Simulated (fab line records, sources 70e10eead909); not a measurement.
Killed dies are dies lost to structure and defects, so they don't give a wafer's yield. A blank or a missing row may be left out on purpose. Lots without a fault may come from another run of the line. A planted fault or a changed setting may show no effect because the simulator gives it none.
A struck lot beside a sound one | flow nand_harc | 39 steps out of a route of 1159
Sound: wafers L487.1, L487.5, L487.6. Struck: wafer L500.2. (L500.3, L500.4 of the same lot were not struck and are left out.) The cause comes at the end.
At each step with rows: each side's tool, then ch and its chambers, then its first start. Under that, the readings that differ: sound wafers | struck wafers | difference of the means | sigmas: that difference in standard deviations of wafers without a fault.
alike: readings whose means differ by less than 2 such deviations, and words and numbers that are the same on both sides. not compared: withheld readings, readings that some wafer has no value for, bounds like >300 that may hide the same value, and numbers for which the record gives no deviation and whose values overlap.
The two part at a step that has a row with sigmas, a row that says differs or no value, or rows on one side only. Numbers that don't overlap but have no deviation are shown without sigmas and don't part them. A reading that every wafer of one side lacks parts them only if that side has two wafers or more.

NHARC_P_M1_OVL_MEAS_10: pitch 260 nm.
  sound on overlay-01, day 6 02:25; struck on overlay-02, day 9 13:53
  reading           | sound          | struck | difference | sigmas
  overlay_x_nm (nm) | -0.6 -0.7 -0.4 | 1.4    | +2.0       | +2
  alike: overlay_y_nm
NHARC_P_M1_INSPECT_11:
  sound on defect_inspect-01, day 6 02:27; struck on defect_inspect-02, day 9 13:55
  alike: raw_defect_count
then, 3 steps without rows for these wafers: NHARC_P_M1_DESCUM_14 (chemistry O2, time 3 s); NHARC_P_M1_ETCH_35 (etches the open film in N2/H2, target depth 40 nm, overetch 12 nm, time 43.94 s); NHARC_P_M1_ETCH_15 (etches the open film in C4F8/Ar, target depth 182.5 nm, time 91.2 s).
NHARC_P_M1_CD_MEAS_16:
  sound on cd_sem-02, day 6 02:52; struck on cd_sem-02, day 9 14:17
  alike: cd_nm
then, 3 steps without rows for these wafers: NHARC_P_M1_STRIP_18 (strips in N2/H2); NHARC_P_M1_ETCH_28 (etches the open film in CF4/N2, target depth 30 nm, time 72.99 s); NHARC_P_M1_STRIP_19 (strips in post etch residue remover, time 600 s).
NHARC_P_M1_DEGAS_29: time 60 s.
  sound on pvd_sputter-01, day 6 03:37; struck on pvd_sputter-02, day 9 15:01
  alike: heater_power_w
NHARC_P_M1_PRE_CLEAN_30: time 30 s.
  sound on pvd_sputter-01; struck on pvd_sputter-02
  alike: heater_power_w
then, 1 step without rows for these wafers: NHARC_P_M1_PVD_20 (deposits TaN, target thk 5 nm, time 8.06 s).
NHARC_P_M1_PVD_21: deposits Cu, target thk 30 nm, time 20.49 s.
  sound on pvd_sputter-01, day 6 03:49; struck on pvd_sputter-02, day 9 15:15
  alike: throttle_valve_pct
then, 1 step without rows for these wafers: NHARC_P_M1_ECD_22 (material Cu, target thk 400 nm).
NHARC_P_M1_ANNEAL_31: time 90 s.
  sound on rtp_anneal-01 ch 0, day 6 04:19; struck on rtp_anneal-01 ch 0, day 9 15:49
  alike: wafer_temp_C_max
then, 2 steps without rows for these wafers: NHARC_P_M1_CMP_23 (polishes, t overpolish 20 s, target thk 157.82 nm); NHARC_P_M1_SRD_25.
NHARC_P_M1_PRE_CLEAN_32: time 12 s.
  sound on pecvd-04 ch 0,1, day 6 05:14; struck on pecvd-04 ch 1, day 9 16:39
  alike: heater_power_w
NHARC_P_M1_DEP_33: deposits SiCN, target thk 30 nm.
  sound on pecvd-04 ch 0,1, day 6 05:22; struck on pecvd-04 ch 1, day 9 16:44
  alike: chamber_pressure_Torr, heater_power_w, showerhead_vpp_V
then, 10 steps without rows for these wafers: NHARC_P_M2_DEP_00 (deposits SiOC, target thk 182.5 nm); NHARC_P_M2_DEHYDRATE_01 (time 120 s); NHARC_P_M2_HMDS_02 (time 30 s); NHARC_P_M2_COAT_34 (time 65 s); NHARC_P_M2_COAT_03 (resist thk 90 nm); NHARC_P_M2_SOFTBAKE_04 (time 55 s); NHARC_P_M2_EBR_05; NHARC_P_M2_EXPOSE_06 (exposes mask P M2, target cd 170 nm); NHARC_P_M2_PEB_07 (peb time 65 s); NHARC_P_M2_DEVELOP_08 (develop time 35 s).
NHARC_P_M2_CD_MEAS_09: target cd 170 nm.
  sound on cd_sem-03 ch 0, day 6 06:32; struck on cd_sem-01 ch 0, day 9 17:50
  alike: cd_nm
NHARC_P_M2_OVL_MEAS_10: pitch 340 nm.
  sound on overlay-02, day 6 06:37; struck on overlay-02, day 9 17:55
  alike: overlay_x_nm, overlay_y_nm
then, 3 steps without rows for these wafers: NHARC_P_M2_DESCUM_14 (chemistry O2, time 3 s); NHARC_P_M2_ETCH_35 (etches the open film in N2/H2, target depth 40 nm, overetch 12 nm, time 43.94 s); NHARC_P_M2_ETCH_15 (etches the open film in C4F8/Ar, target depth 182.5 nm, time 91.2 s).
NHARC_P_M2_CD_MEAS_16:
  sound on cd_sem-01, day 6 07:01; struck on cd_sem-01, day 9 18:20
  alike: cd_nm
then, 3 steps without rows for these wafers: NHARC_P_M2_STRIP_18 (strips in N2/H2); NHARC_P_M2_ETCH_28 (etches the open film in CF4/N2, target depth 30 nm, time 72.99 s); NHARC_P_M2_STRIP_19 (strips in post etch residue remover, time 600 s).
-- the record jumps here: 12 days lie between the struck wafers' starts before and after (it left off in module P_M2 and takes up again in module END, whose first step shown is number 1159 of the route) --
NHARC_END_SORT_01:
  sound on prober-02 ch 0, day 19 10:14; struck on prober-01 ch 0, day 22 04:57
  reading                  | sound          | struck | difference | sigmas
  defect_limited_yield (%) | 95.6 95.6 96.8 | 84.0   | -12.0      | -8
  killed_at_periphery      | 2 2 0          | 84     | +83        | +36
  killed_dies              | 30 30 22       | 108    | +81        | +7
  sort_bin_2_pct (%)       | 1.3 1.6 1.0    | 5.8    | +4.5       | +7
  sort_bin_3_pct (%)       | 0.44 0.15 0    | 4.73   | +4.53      | +22
  sort_bin_4_pct (%)       | 2.7 2.7 2.2    | 5.5    | +3.0       | +3
  sort_n_pass              | 647 647 655    | 569    | -81        | -7
  sort_rim_yield_pct (%)   | 91 89 93       | 80     | -11        | -3
  sort_yield_pct (%)       | 95.6 95.6 96.8 | 84.0   | -12.0      | -8
  alike: killed_at_array, killed_at_other, killed_open, killed_short

WHERE THEY PART
First at NHARC_P_M1_OVL_MEAS_10; last, within this record, at NHARC_END_SORT_01.

WHY: what the simulator had put in
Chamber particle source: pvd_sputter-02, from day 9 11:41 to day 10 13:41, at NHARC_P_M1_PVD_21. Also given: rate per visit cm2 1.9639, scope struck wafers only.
